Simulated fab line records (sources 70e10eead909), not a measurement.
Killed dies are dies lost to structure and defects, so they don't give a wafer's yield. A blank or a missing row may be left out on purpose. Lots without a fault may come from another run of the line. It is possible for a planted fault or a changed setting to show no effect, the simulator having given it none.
Which of the tools did it? | flow nand-harc | 12 lots, 36 wafers sampled, at 5 steps of a route of 1302

== WHAT EACH GAUGE READ, for each wafer ==
NHARC_END_SORT_01.
lot  | measured     | on        | killed-at-array | killed-at-other | killed-at-periphery | killed-dies | killed-open | killed-short
L950 | day 27 20:40 | prober-02 | 675 673 671     | 0 1 1           | 2 3 5               | 677 677 677 | 5 3 6       | 5 1 6
L951 | day 28 04:25 | prober-02 | 669 665 671     | 1 0 0           | 7 12 6              | 677 677 677 | 4 4 3       | 3 1 0

== EACH LOT AND THE TOOL THAT RAN IT (in order: tool; ch and the chambers of the sampled wafers; start) ==
lot  | NHARC_P_M2_DEP_33               | NHARC_A_ONON_D1_DEP_22           | NHARC_A_CHANNEL_HOLE_D1_ETCH_38    | NHARC_A_CHANNEL_HOLE_D1_ETCH_16
L942 | pecvd-04 ch 0,1,2, day 6 12:20  | pecvd-onon-03 ch 0, day 8 05:47  | rie-diel-07 ch 0,2,3, day 8 11:12  | rie-diel-07 ch 0,1,2, no start
L943 | pecvd-04 ch 1,2, day 6 22:05    | pecvd-onon-03 ch 0, day 8 13:35  | rie-diel-07 ch 0,1, day 8 18:59    | rie-diel-07 ch 0,1,2, no start
L945 | pecvd-04 ch 0,2, day 7 13:08    | pecvd-onon-01 ch 0, day 9 04:08  | rie-diel-13 ch 1,3, day 9 16:05    | rie-diel-13 ch 0,3, no start
L948 | pecvd-04 ch 0,1,2, day 9 02:33  | pecvd-onon-04 ch 0, day 10 18:31 | rie-diel-07 ch 0,1,3, day 11 00:37 | rie-diel-07 ch 0,1,3, no start
L950 | pecvd-01 ch 0,1, day 9 19:35    | pecvd-onon-03, day 11 11:23      | -                                  | -
L951 | pecvd-03 ch 0,1,2, day 10 03:25 | pecvd-onon-03, day 11 22:38      | -                                  | -
L953 | pecvd-04 ch 0,1, day 11 03:53   | pecvd-onon-01 ch 0, day 12 19:02 | rie-diel-07 ch 0,3, day 13 00:04   | rie-diel-07 ch 0,1, no start
L959 | pecvd-04 ch 0,1,2, day 13 18:05 | pecvd-onon-03 ch 0, day 15 09:08 | rie-diel-07 ch 0,1,2, day 15 15:13 | rie-diel-07 ch 0,2,3, no start
L960 | pecvd-04 ch 0,1, day 13 19:47   | pecvd-onon-04 ch 0, day 15 09:06 | rie-diel-07 ch 0,2,3, day 15 14:57 | rie-diel-07 ch 0,2, no start
L963 | pecvd-03 ch 1,2, day 15 01:38   | pecvd-onon-03 ch 0, day 16 17:01 | rie-diel-07 ch 0,3, day 17 02:11   | rie-diel-07 ch 0,1,2, no start
L964 | pecvd-04 ch 1,2, day 15 14:33   | pecvd-onon-01 ch 0, day 17 06:59 | rie-diel-07 ch 0,1,2, day 17 12:11 | rie-diel-07 ch 0,2, no start
L965 | pecvd-04 ch 0,2, day 16 10:50   | pecvd-onon-01 ch 0, day 18 03:24 | rie-diel-07 ch 0,1,2, day 18 08:44 | rie-diel-07 ch 0,2,3, no start
- NHARC_P_M2_DEP_33: deposits SiCN, target thk 30 nm.
- NHARC_A_ONON_D1_DEP_22: target thk 1000 nm.
- NHARC_A_CHANNEL_HOLE_D1_ETCH_38: etches the open film in CF4, target depth 39 nm, time 65 s.
- NHARC_A_CHANNEL_HOLE_D1_ETCH_16: etches the open film in O2/COS, target depth 3100 nm, time 806 s.

== WHAT THE TOOLS THEMSELVES READ (means of the sampled wafers that have a number; where no wafer has one, the mark that the record gives instead) ==
NHARC_P_M2_DEP_33.
lot  | tool     | chamber-pressure-Torr (Torr) | heater-power-outer-w (W) | heater-power-w (W)
L942 | pecvd-04 | 2.999                        | 305                      | 552
L943 | pecvd-04 | 2.998                        | 329                      | 598
L945 | pecvd-04 | 3.003                        | 295                      | 551
L948 | pecvd-04 | 3.000                        | 291                      | 538
L950 | pecvd-01 | 2.999                        | 317                      | 537
L951 | pecvd-03 | 2.994                        | 295                      | 538
L953 | pecvd-04 | 2.992                        | 303                      | 523
L959 | pecvd-04 | 2.996                        | 323                      | 582
L960 | pecvd-04 | 2.994                        | 354                      | 601
L963 | pecvd-03 | 3.001                        | 322                      | 586
L964 | pecvd-04 | 3.001                        | 302                      | 553
L965 | pecvd-04 | 2.997                        | 296                      | 532

NHARC_A_ONON_D1_DEP_22.
lot  | tool          | n2-flow-sccm (sccm) | n2o-flow-sccm (sccm)
L942 | pecvd-onon-03 | 2745                | 1999
L943 | pecvd-onon-03 | 2756                | 2009
L945 | pecvd-onon-01 | 2748                | 2002
L948 | pecvd-onon-04 | 2739                | 2000
L950 | pecvd-onon-03 | -                   | -
L951 | pecvd-onon-03 | -                   | -
L953 | pecvd-onon-01 | 2750                | 1997
L959 | pecvd-onon-03 | 2745                | 1996
L960 | pecvd-onon-04 | 2746                | 1998
L963 | pecvd-onon-03 | 2757                | 1994
L964 | pecvd-onon-01 | 2749                | 2004
L965 | pecvd-onon-01 | 2748                | 2001

NHARC_A_CHANNEL_HOLE_D1_ETCH_38.
lot  | tool        | drypump-motor-current-A (A) | mfc-ar-sccm (sccm) | oes-product-au (a.u.) | rf-vpp-V (V) | showerhead-plenum-p-Torr (Torr) | throttle-valve-pct (%)
L942 | rie-diel-07 | 6.0                         | 0.0000             | 0.991                 | 151.2        | 1.77                            | 13.286
L943 | rie-diel-07 | 5.7                         | 0.0003             | 0.994                 | 150.3        | 1.71                            | 13.278
L945 | rie-diel-13 | 6.0                         | 0.0021             | 1.007                 | 150.6        | 1.73                            | 13.288
L948 | rie-diel-07 | 5.9                         | 0.0003             | 0.994                 | 151.0        | 1.77                            | 13.284
L953 | rie-diel-07 | 6.3                         | 0.0000             | 0.993                 | 151.8        | 1.82                            | 13.266
L959 | rie-diel-07 | 5.6                         | 0.0003             | 1.001                 | 150.7        | 1.70                            | 13.281
L960 | rie-diel-07 | 6.0                         | 0.0000             | 0.997                 | 150.9        | 1.77                            | 13.276
L963 | rie-diel-07 | 6.3                         | 0.0000             | 1.017                 | 151.6        | 1.82                            | 13.282
L964 | rie-diel-07 | 5.6                         | 0.0003             | 1.004                 | 150.4        | 1.70                            | 13.279
L965 | rie-diel-07 | 5.6                         | 0.0003             | 0.999                 | 151.0        | 1.70                            | 13.285

NHARC_A_CHANNEL_HOLE_D1_ETCH_16.
lot  | tool        | drypump-motor-current-A (A) | mfc-ar-sccm (sccm) | oes-product-au (a.u.) | rf-vpp-V (V) | showerhead-plenum-p-Torr (Torr) | throttle-valve-pct (%)
L942 | rie-diel-07 | 5.6                         | 0.0003             | 1.000                 | 313.0        | 3.02                            | 28.340
L943 | rie-diel-07 | 5.6                         | 0.0003             | 0.987                 | 312.3        | 3.02                            | 28.335
L945 | rie-diel-13 | 5.7                         | 0.0048             | 0.996                 | 315.9        | 3.22                            | 28.330
L948 | rie-diel-07 | 5.9                         | 0.0003             | 1.001                 | 314.1        | 3.12                            | 28.337
L953 | rie-diel-07 | 5.8                         | 0.0003             | 0.999                 | 312.5        | 3.01                            | 28.338
L959 | rie-diel-07 | 6.0                         | 0.0000             | 1.002                 | 314.1        | 3.12                            | 28.332
L960 | rie-diel-07 | 5.7                         | 0.0000             | 1.004                 | 312.5        | 3.02                            | 28.321
L963 | rie-diel-07 | 5.6                         | 0.0003             | 1.010                 | 313.1        | 3.01                            | 28.331
L964 | rie-diel-07 | 5.9                         | 0.0000             | 1.001                 | 313.2        | 3.01                            | 28.330
L965 | rie-diel-07 | 6.0                         | 0.0000             | 1.004                 | 314.6        | 3.12                            | 28.330

== THE ANSWER, worked out from the rows above alone ==
Rule: what is usual is taken from the lots themselves. Put in order of their means at a reading, lots are off if they are a third of the lots or fewer, leave a main group of 4 or more, and stand apart from it by a gap of 3 or more times the standard deviation of the main group's means; of several such gaps the widest counts. A main group whose means are all the same, to the digits that the tables above print for the reading, isn't used. Also off: a lot with no number at a reading for which 4 or more lots have one. Where the step has rows for the other lots, those lots are counted as sound. After the gauges, taken in route order, come the tools' own readings; for these a lot's mean is taken, as printed above. The first step at which some lot is off is used, and at that step the reading that is off furthest; a lot without a number counts as furthest.
Off: L950, L951, at NHARC_A_ONON_D1_DEP_22 (n2-flow-sccm). Without a number there: L950, L951. Main group: mean 2748 sccm, sd 5.
If a tool, at that step or one of the process steps before it, ran each lot that is off and ran no sound lot following the first of them, it fits. Of those tried, none fits.

== WHAT THE SIMULATOR HAD PUT IN ==
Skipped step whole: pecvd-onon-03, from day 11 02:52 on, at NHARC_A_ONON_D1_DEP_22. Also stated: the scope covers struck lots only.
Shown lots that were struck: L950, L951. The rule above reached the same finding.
